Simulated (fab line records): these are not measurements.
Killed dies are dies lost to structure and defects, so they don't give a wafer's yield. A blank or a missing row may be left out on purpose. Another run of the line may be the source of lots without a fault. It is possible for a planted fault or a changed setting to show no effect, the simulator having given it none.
fab line records	flow n5Finfet
[record] lots = 9	wafers = 27	lastDay = 18
route steps=1938 shown BEOL_M0_SAQP@633 BEOL_M0_CUTY@710 BEOL_M4@1111 PASSIVATION@1936
lots that met no fault: from a run of the same line without faults
startH: start of the lot's first displayed wafer, in hours after the record's first day	waitH: time in hours since the lot's previous step	" as in the row above	L1.1+2: several wafers, shown together as one row	- no value, or no start was given	* or withheld: withheld	< > ~ a bound
route shown NAME@n: NAME is a module with steps in the file, n the number in the route of the first one	usual: mean/standard deviation taken from wafers without a fault	same: alike in all rows	chamber/n: place in a boat	sites: each site's reading	_std_site: their standard deviation	_edge_site: the outer-site mean with the inner-site mean subtracted	radiusMm: for every site, how far away it sits from the centre of the wafer	mask NAME#n: copy n	behind: the tool/chamber that last shaped the wafer	hold: what put the lot on hold/how long, in hours/how the hold closed	device: names the non-switching transistor (n, p or np)	end of line: the same wafers' tests at the end of the route	a step without rows: its recipe alone	killed: dies that structure and defects cost at the first sort, which is not the same as the wafer's yield	map: a wafer's dies, marking killed ones x, the rest . and places with no die _
set.NAME: the setting that was run; set.NAME@STEP: the one run at that earlier step	model.NAME: the simulator's own value behind a step, which no gauge read
one table for each step of the route and one row for each wafer, over a sample of lots
services: when a tool's chamber went out of use (startH, in hours from the record's first day, below 0 if earlier), for how many hours, and the reason
[[steps]]
[step N5_BEOL_M0_SAQP_ILD_DEP_01]
[recipe] material = SiOC	targetThkA = 454.19	tempC = 350	precursor = DEMS/O2	pressureTorr = 5	rfW = 500	timeS = 8.7
[usual] heaterPowerW = 461/81	showerheadPlenumPTorr = 5.691/0.011	throttleValvePct = 11.7/0.58
lot.wafer	tool	chamber	startH	waitH	heaterPowerW	showerheadPlenumPTorr	throttleValvePct
L259.1	pecvd-03	2	104.61	0.0	372	5.705	11.1
L259.3	"	0	"	"	646	5.673	12.6
L259.6	"	2	"	"	361	5.708	11.2
L260.1	pecvd-03	1	113.68	0.0	365	5.693	11.7
L260.3	"	0	"	"	647	5.691	12.4
L260.4	"	0	"	"	638	5.684	12.4
L261.1	pecvd-03	1	128.04	0.0	354	5.684	11.9
L261.3	"	0	"	"	594	5.681	12.4
L261.6	"	0	"	"	585	5.676	12.3
L269.2	pecvd-03	1	168.01	0.0	319	5.678	11.9
L269.3	"	0	"	"	531	5.685	12.7
L269.5	"	0	"	"	531	5.680	12.2
L270.3	pecvd-03	0	171.60	0.0	530	5.699	12.7
L270.5	"	2	"	"	369	5.698	11.0
L270.6	"	0	"	"	556	5.691	12.4
L272.2	pecvd-03	1	182.88	0.0	355	5.679	11.7
L272.3	"	0	"	"	582	5.696	12.5
L272.5	"	0	"	"	567	5.679	12.6
L274.1	pecvd-04	0	199.78	0.0	564	5.702	12.4
L274.5	"	0	"	"	549	5.697	12.4
L274.6	"	2	"	"	407	5.685	11.0
L275.1	pecvd-02	1	209.00	0.0	526	5.703	11.3
L275.3	"	2	"	"	371	5.698	11.5
L275.5	"	2	"	"	382	5.708	11.4
L282.1	pecvd-04	1	252.81	0.0	500	5.686	11.8
L282.2	"	2	"	"	464	5.671	11.1
L282.3	"	0	"	"	586	5.687	12.6
[step N5_BEOL_M0_SAQP_RECESS_104]
[recipe] chemistry = HF/NH3	target = SiO2	targetDepthA = 180	afsCycles = 3	tempC = 30	sublimationTempC = 180	sublimationTimeS = 60
[usual] drypumpMotorCurrentA = 5.8/0.5
lot.wafer	tool	chamber	startH	waitH	drypumpMotorCurrentA
L259.1	vaporEtch-01	0	109.55	0.2	5.0
L259.3	"	0	"	"	5.0
L259.6	"	1	"	"	6.2
L260.1	vaporEtch-01	0	117.47	0.1	5.1
L260.3	"	0	"	"	5.1
L260.4	"	1	"	"	6.2
L261.1	vaporEtch-01	0	131.83	0.1	5.1
L261.3	"	1	"	"	6.2
L261.6	"	1	"	"	6.2
L269.2	vaporEtch-02	1	170.90	0.1	5.5
L269.3	"	0	"	"	6.2
L269.5	"	0	"	"	6.3
L270.3	vaporEtch-02	1	174.86	0.2	5.5
L270.5	"	1	"	"	5.5
L270.6	"	0	"	"	6.3
L272.2	vaporEtch-01	1	187.80	0.1	6.2
L272.3	"	0	"	"	5.1
L272.5	"	0	"	"	5.0
L274.1	vaporEtch-01	0	202.70	0.1	5.1
L274.5	"	1	"	"	6.2
L274.6	"	0	"	"	5.1
L275.1	vaporEtch-02	0	214.46	0.1	6.3
L275.3	"	0	"	"	6.3
L275.5	"	0	"	"	6.3
L282.1	vaporEtch-01	1	255.87	0.1	6.2
L282.2	"	0	"	"	5.0
L282.3	"	0	"	"	5.1
[step N5_BEOL_M0_SAQP_OVL_MEAS_41]
[recipe] pointsPerWafer = 522
[usual] M0_CUT1_OVL = -0.6/0.62
lot.wafer	tool	chamber	startH	waitH	M0_CUT1_OVL[nm]
L259.1	overlay-02	0	111.39	0.0	-0.8
L259.3	"	0	"	"	-1.2
L259.6	"	0	"	"	0.1
L260.1	overlay-02	0	120.14	0.0	-0.9
L260.3	"	0	"	"	0.1
L260.4	"	0	"	"	-0.9
L261.1	overlay-02	0	133.89	0.0	-1.2
L261.3	"	0	"	"	-0.8
L261.6	"	0	"	"	-0.8
L269.2	overlay-02	0	172.75	0.0	-1.4
L269.3	"	0	"	"	-0.6
L269.5	"	0	"	"	-0.7
L270.3	overlay-02	0	176.59	0.0	-1.1
L270.5	"	0	"	"	-1.2
L270.6	"	0	"	"	-0.9
L272.2	overlay-01	0	192.00	0.0	-0.9
L272.3	"	0	"	"	-0.5
L272.5	"	0	"	"	-1.5
L274.1	overlay-01	0	204.54	0.0	0.3
L274.5	"	0	"	"	0.7
L274.6	"	0	"	"	-1.0
L275.1	overlay-01	0	216.43	0.0	-0.6
L275.3	"	0	"	"	-0.4
L275.5	"	0	"	"	-0.7
L282.1	overlay-02	0	257.74	0.0	-0.3
L282.2	"	0	"	"	0.2
L282.3	"	0	"	"	-0.4
[step N5_BEOL_M0_SAQP_INSPECT_42]
[recipe] mode = adi	inspectInstrument = brightfield
[usual] rawDefectCount = 293/76
lot.wafer	tool	chamber	startH	waitH	rawDefectCount
L259.1	defectInspect-01	-	111.45	0.1	224
L259.3	"	-	"	"	230
L259.6	"	-	"	"	382
L260.1	defectInspect-01	-	120.20	0.1	214
L260.3	"	-	"	"	302
L260.4	"	-	"	"	200
L261.1	defectInspect-01	-	133.95	0.1	273
L261.3	"	-	"	"	415
L261.6	"	-	"	"	387
L269.2	defectInspect-01	-	172.80	0.0	271
L269.3	"	-	"	"	245
L269.5	"	-	"	"	241
L270.3	defectInspect-01	-	176.63	0.0	643
L270.5	"	-	"	"	322
L270.6	"	-	"	"	552
L272.2	defectInspect-01	-	192.05	0.0	422
L272.3	"	-	"	"	694
L272.5	"	-	"	"	589
L274.1	defectInspect-01	-	204.60	0.1	279
L274.5	"	-	"	"	260
L274.6	"	-	"	"	234
L275.1	defectInspect-01	-	216.48	0.1	426
L275.3	"	-	"	"	197
L275.5	"	-	"	"	351
L282.1	defectInspect-02	-	257.80	0.1	279
L282.2	"	-	"	"	213
L282.3	"	-	"	"	245
[step N5_BEOL_M0_SAQP_ETCH_73]
[recipe] chemistry = CF4	target = SiARC	targetDepthA = 195	maskMaterial = CAR-EUV	timeS = 32.5	ionEnergyEv = 80	pressureMtorr = 40	sourceW = 545	biasW = 36	Ar_flow_sccm = 100	cf4FlowSccm = 100	ends = cleared
[usual] drypumpMotorCurrentA = 5.6/0.39	etchRfOnTimeS = 32.7/0.68	oesProductAu = 0.70/0.077	rfVppV = 184.4/1.1	showerheadPlenumPTorr = 2.17/0.051	throttleValvePct = 15.55/0.2
lot.wafer	tool	chamber	startH	waitH	drypumpMotorCurrentA	etchRfOnTimeS	oesProductAu	rfHoursCounterH	rfVppV	showerheadPlenumPTorr	throttleValvePct
L259.1	rieDiel-05	1	111.53	0.0	5.6	31.4	0.66	134	184.1	2.15	15.53
L259.3	"	3	"	"	5.6	32.7	0.82	2	183.7	2.12	15.35
L259.6	"	3	"	"	5.6	32.6	0.83	-	183.9	2.12	15.37
L260.1	rieDiel-02	3	120.29	0.0	5.2	33.3	0.61	153	184.8	2.23	15.81
L260.3	"	2	"	"	5.6	32.7	0.65	145	183.7	2.15	15.44
L260.4	"	1	"	"	4.9	33.8	0.59	233	183.9	2.19	15.69
L261.1	rieDiel-04	3	134.03	0.0	5.7	33.0	0.76	23	184.7	2.20	15.64
L261.3	"	0	"	"	5.9	32.1	0.68	123	183.0	2.14	15.41
L261.6	"	0	"	"	5.9	32.0	0.68	-	184.5	2.14	15.40
L269.2	rieDiel-02	1	172.89	0.0	4.9	34.0	0.57	249	185.3	2.19	15.73
L269.3	"	3	"	"	5.2	33.5	0.61	170	184.8	2.22	15.83
L269.5	"	1	"	"	4.9	34.1	0.58	-	184.7	2.19	15.73
L270.3	rieDiel-05	0	176.72	0.0	6.2	33.0	0.64	166	184.1	2.22	15.86
L270.5	"	3	"	"	5.6	32.7	0.78	-	183.8	2.11	15.42
L270.6	"	2	"	"	5.5	33.5	0.76	-	184.0	2.18	15.43
L272.2	rieDiel-05	0	192.14	0.0	6.2	32.8	0.64	172	183.7	2.22	15.86
L272.3	"	2	"	"	5.5	33.2	0.75	42	185.2	2.18	15.44
L272.5	"	2	"	"	5.5	33.4	0.75	-	184.8	2.18	15.47
L274.1	rieDiel-05	0	204.68	0.0	6.2	32.8	0.63	175	186.5	2.21	15.88
L274.5	"	2	"	"	5.5	33.5	0.75	-	183.8	2.17	15.44
L274.6	"	3	"	"	5.6	32.6	0.76	-	183.7	2.11	15.43
L275.1	rieDiel-04	1	216.57	0.0	5.4	31.9	0.78	21	185.3	2.09	15.31
L275.3	"	0	"	"	5.9	32.4	0.65	149	183.8	2.14	15.45
L275.5	"	2	"	"	6.4	32.0	0.74	-	186.2	2.19	15.68
L282.1	rieDiel-05	0	257.88	0.0	6.2	32.8	0.61	195	185.1	2.21	15.91
L282.2	"	3	"	"	5.6	32.6	0.75	40	183.4	2.10	15.43
L282.3	"	2	"	"	5.5	32.9	0.73	64	184.0	2.17	15.49
[step N5_BEOL_M0_CUTY_INSPECT_59]
[recipe] mode = adi	inspectInstrument = macro
[usual] rawDefectCount = 2.0/1.5
lot.wafer	tool	chamber	startH	waitH	rawDefectCount
L259.1	defectInspect-01	-	112.84	0.0	1
L259.3	"	-	"	"	5
L259.6	"	-	"	"	0
L260.1	defectInspect-01	-	121.57	0.0	3
L260.3	"	-	"	"	0
L260.4	"	-	"	"	1
L261.1	defectInspect-01	-	135.34	0.0	1
L261.3	"	-	"	"	1
L261.6	"	-	"	"	1
L269.2	defectInspect-01	-	174.19	0.0	2
L269.3	"	-	"	"	3
L269.5	"	-	"	"	0
L270.3	defectInspect-02	-	178.02	0.0	254
L270.5	"	-	"	"	2
L270.6	"	-	"	"	242
L272.2	defectInspect-02	-	193.52	0.0	4
L272.3	"	-	"	"	244
L272.5	"	-	"	"	225
L274.1	defectInspect-02	-	206.31	0.0	0
L274.5	"	-	"	"	2
L274.6	"	-	"	"	2
L275.1	defectInspect-01	-	218.14	0.0	3
L275.3	"	-	"	"	1
L275.5	"	-	"	"	3
L282.1	defectInspect-02	-	259.21	0.0	2
L282.2	"	-	"	"	3
L282.3	"	-	"	"	0
[step N5_BEOL_M4_RC_MEAS_101]
[usual] DIBL_N = 35.7/1.5	DIBL_P = 35.7/2	IOFF_N = 0.155/0.026	IOFF_P = 0.20/0.031	ION_N = 675/11	ION_P = 462/7.1	SS_N = 71.3/0.57	SS_P = 73.1/0.56	VT_N = 250/3	VT_P = -251/3
lot.wafer	tool	chamber	startH	waitH	DIBL_N[mV/V]	DIBL_P[mV/V]	IOFF_N[nA/um]	IOFF_P[nA/um]	ION_N[uA/um]	ION_P[uA/um]	SS_N[mV/dec]	SS_P[mV/dec]	VT_N[mV]	VT_P[mV]
L259.1	prober-02	0	175.87	0.0	36.7	36.3	0.153	0.21	667	459	71.6	72.7	251	-252
L259.3	"	0	"	"	37.2	36.8	0.171	0.23	673	459	71.7	73.6	250	-249
L259.6	"	0	"	"	35.3	34.4	0.142	0.18	666	461	71.2	72.6	252	-251
L260.1	prober-01	0	185.28	0.0	37.9	38.4	0.208	0.24	696	472	72.1	73.4	245	-247
L260.3	"	0	"	"	37.5	37.2	0.182	0.23	671	461	71.8	73.3	247	-248
L260.4	"	0	"	"	35.9	36.3	0.166	0.22	688	474	70.9	73.4	247	-249
L261.1	prober-02	0	194.13	0.0	34.0	33.8	0.141	0.19	683	462	71.2	72.1	250	-250
L261.3	"	0	"	"	36.0	37.2	0.186	0.26	685	468	71.9	73.3	245	-246
L261.6	"	0	"	"	33.7	33.5	0.142	0.19	678	465	70.4	72.3	249	-250
L269.2	prober-01	0	232.45	0.2	34.5	35.2	0.134	0.16	678	463	71.0	72.7	251	-255
L269.3	"	0	"	"	37.3	38.2	0.171	0.20	684	462	72.0	74.3	247	-254
L269.5	"	0	"	"	37.2	37.7	0.164	0.20	682	461	71.2	74.1	250	-252
L270.3	prober-02	0	234.03	0.3	35.5	34.0	0.138	0.18	673	461	70.7	73.1	252	-253
L270.5	"	0	"	"	34.3	32.8	0.128	0.16	664	452	70.4	73.3	251	-253
L270.6	"	0	"	"	36.0	35.0	0.170	0.20	689	464	71.7	73.6	246	-251
L272.2	prober-02	0	255.97	0.2	40.4	41.2	0.250	0.28	700	466	72.0	74.0	243	-248
L272.3	"	0	"	"	35.7	35.2	0.151	0.19	672	460	70.9	72.9	250	-254
L272.5	"	0	"	"	37.5	37.8	0.180	0.21	685	466	71.6	73.3	250	-252
L274.1	prober-02	0	260.39	0.0	37.2	36.8	0.162	0.21	670	459	71.5	73.0	253	-248
L274.5	"	0	"	"	37.9	38.4	0.173	0.23	679	462	71.5	73.5	250	-249
L274.6	"	0	"	"	36.4	36.6	0.152	0.21	672	456	72.0	72.5	251	-250
L275.1	prober-01	0	277.73	0.0	36.7	36.3	0.157	0.21	682	472	72.4	72.9	248	-248
L275.3	"	0	"	"	37.4	37.0	0.171	0.23	683	469	72.5	73.6	248	-247
L275.5	"	0	"	"	37.1	36.7	0.169	0.23	677	467	71.9	73.5	246	-247
L282.1	prober-02	0	320.07	0.0	36.7	38.3	0.173	0.21	680	466	72.6	73.2	247	-251
L282.2	"	0	"	"	37.4	38.4	0.189	0.22	674	461	71.5	73.3	246	-251
L282.3	"	0	"	"	35.5	37.9	0.159	0.21	683	462	72.3	72.8	249	-250
[step N5_PASSIVATION_PROBE_49]
[usual] defectLimitedYield = 91.4/1.5	killed_at_M0_to_M3 = 34/10	killed_at_M4_up = 15/6	killedAtContacts = 12/6	killedAtFrontEnd = 37/11	killedAtOther = 3.3/2.8	killedDies = 101/18	killedOnRim = 14/4.4	killedOpen = 66/14	killedShort = 33/7.8	sort_bin_5_function = 5.0/0.97	sort_bin_6_memory = 3.2/0.72	sortNPass = 1079/18	sortYieldPct = 91.4/1.5
[same] grossDies = 1180	killedAtBackSide = 0	sort_bin_4_leakage[%] = 0	sort_bin_8_speed[%] = 0
lot.wafer	tool	chamber	startH	waitH	defectLimitedYield[%]	killed_at_M0_to_M3	killed_at_M4_up	killedAtContacts	killedAtFrontEnd	killedAtOther	killedDies	killedOnRim	killedOpen	killedShort	sort_bin_5_function[%]	sort_bin_6_memory[%]	sortNPass	sortYieldPct[%]
L269.3	prober-01	-	333.97	0.1	93.9	37	7	9	18	1	72	10	49	23	3.3	2.5	1108	93.9
L270.3	prober-01	-	348.02	0.1	84.7	109	20	8	42	2	181	25	69	33	10.1	3.8	999	84.7
L270.5	prober-01	-	348.12	0.2	88.6	36	22	10	65	2	135	23	92	38	6.6	3.9	1045	88.6
L270.6	prober-01	-	348.17	0.3	83.8	123	22	8	38	0	191	29	79	36	9.9	4.9	989	83.8
L272.2	prober-01	-	363.90	0.1	94.2	18	15	13	23	0	69	9	48	21	3.3	2.4	1111	94.2
L272.3	prober-01	-	363.95	0.1	82.5	114	20	24	49	0	207	27	103	32	11.7	4.7	973	82.5
L272.5	prober-01	-	364.05	0.2	86.2	96	10	9	47	1	163	25	54	30	9.2	3.6	1017	86.2
// killed by level:class
L269.3 MOL_CONTACT_COAG:geometricParticle:open=7 BEOL_M3:geometricParticle:short=7 BEOL_M2:geometricParticle:open=6 BEOL_M3:geometricParticle:open=6 STI_FIN_REVEAL:geometricParticle:open=5 BEOL_M0_SAQP:geometricParticle:open=5 BEOL_M0_SAQP:geometricParticle:short=5 BEOL_M1:geometricParticle:open=5
L270.3 BEOL_M0_SAQP:unspecified=79 FIN_SAQP:geometricParticle:open=19 BEOL_M4:geometricParticle:open=11 BEOL_M0_SAQP:geometricParticle:short=8 FIN_SAQP:geometricParticle:short=7 MOL_CONTACT_COAG:geometricParticle:open=7 BEOL_M3:geometricParticle:open=6 BEOL_M0_SAQP:geometricParticle:open=5
L270.5 FIN_SAQP:geometricParticle:open=18 BEOL_M4:geometricParticle:open=16 STI_FIN_REVEAL:geometricParticle:open=13 FIN_SAQP:geometricParticle:short=12 BEOL_M3:geometricParticle:open=11 MOL_CONTACT_COAG:geometricParticle:open=8 BEOL_M0_SAQP:geometricParticle:short=8 BEOL_M0_SAQP:geometricParticle:open=5
L270.6 BEOL_M0_SAQP:unspecified=75 BEOL_M4:geometricParticle:open=15 BEOL_M3:geometricParticle:open=13 FIN_SAQP:geometricParticle:open=9 BEOL_M0_SAQP:geometricParticle:short=9 MOL_CONTACT_COAG:geometricParticle:open=8 BEOL_M2:geometricParticle:open=7 BEOL_M0_SAQP:geometricParticle:open=7
L272.2 MOL_CONTACT_COAG:geometricParticle:open=10 BEOL_M4:geometricParticle:open=7 STI_FIN_REVEAL:geometricParticle:open=5 STARTING-WAFER:geometricParticle:short=5 DUMMY_GATE:geometricParticle:open=4 BEOL_M2:geometricParticle:open=4 STARTING-WAFER:geometricParticle:open=4 MOL_CONTACT_COAG:geometricParticle:short=3
L272.3 BEOL_M0_SAQP:unspecified=72 MOL_CONTACT_COAG:geometricParticle:open=23 STI_FIN_REVEAL:geometricParticle:open=14 FIN_SAQP:geometricParticle:open=13 BEOL_M2:geometricParticle:open=10 BEOL_M3:geometricParticle:open=9 FIN_SAQP:geometricParticle:short=8 BEOL_M0_SAQP:geometricParticle:short=8
L272.5 BEOL_M0_SAQP:unspecified=77 STI_FIN_REVEAL:geometricParticle:open=15 MOL_CONTACT_COAG:geometricParticle:open=7 STARTING-WAFER:geometricParticle:short=7 FIN_SAQP:geometricParticle:open=6 BEOL_M2:geometricParticle:open=5 BEOL_M3:geometricParticle:open=5 FIN_SAQP:geometricParticle:short=4
[[services]]
tool	chamber	startH	hours	kind
rieDiel-05	3	89.49	-	clean
rieDiel-05	3	89.49	-	consumableReplace:focusRing
rieDiel-05	3	89.49	16.0	scheduledDown
rieDiel-05	3	89.49	16.0	ventCycle
rieDiel-04	1	105.94	-	clean
rieDiel-04	1	105.94	-	consumableReplace:focusRing
rieDiel-04	1	105.94	40.1	scheduledDown
rieDiel-04	1	105.94	40.1	ventCycle
rieDiel-05	1	112.71	3.3	repair
pecvd-03	-	142.42	14.6	pm
rieDiel-04	2	143.32	5.9	repair
rieDiel-04	-	144.48	0.2	repair
rieDiel-02	2	145.20	5.7	repair
rieDiel-02	0	162.78	-	clean
rieDiel-02	0	162.78	-	consumableReplace:focusRing
vaporEtch-01	1	171.79	3.4	repair
rieDiel-02	-	174.67	14.6	pm
rieDiel-02	0	190.78	2.9	repair
rieDiel-02	3	201.95	4.0	repair
pecvd-03	2	209.24	13.2	repair
rieDiel-05	3	210.20	15.3	repair
pecvd-04	0	214.44	25.6	repair
pecvd-02	2	223.44	4.2	repair
pecvd-04	2	242.61	6.9	repair
[[key]]
[firstSign] step = N5_BEOL_M0_SAQP_INSPECT_42	reading = rawDefectCount	direction = up	sigmas = 4.3	usual = 293	struck = 620
[effect] step = N5_BEOL_M0_CUTY_INSPECT_59	reading = rawDefectCount	direction = up	sigmas = 99+	usual = 2.0	struck = 241.2
[effect] step = N5_PASSIVATION_PROBE_49	reading = killed_at_M0_to_M3	direction = up	sigmas = 7.3	usual = 34	struck = 110
[moreKillsBornAt] N5_BEOL_M0_SAQP_ILD_DEP_01@pecvd-03 = 303
metAt N5_BEOL_M0_SAQP_ILD_DEP_01
struckLots L270,L272
struckWafers L270.3,L270.6,L272.3,L272.5
notActingAt N5_BEOL_M0_SAQP_RECESS_104,N5_BEOL_M0_SAQP_OVL_MEAS_41,N5_BEOL_M0_SAQP_ETCH_73
onsetBetween 168.01 171.60
[fault] kind = chamberParticleSource	tool = pecvd-03	chamber = 0	onsetH = 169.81	steps = N5_BEOL_M0_SAQP_ILD_DEP_01	ratePerVisitCm2 = 0.38184	endH = 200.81
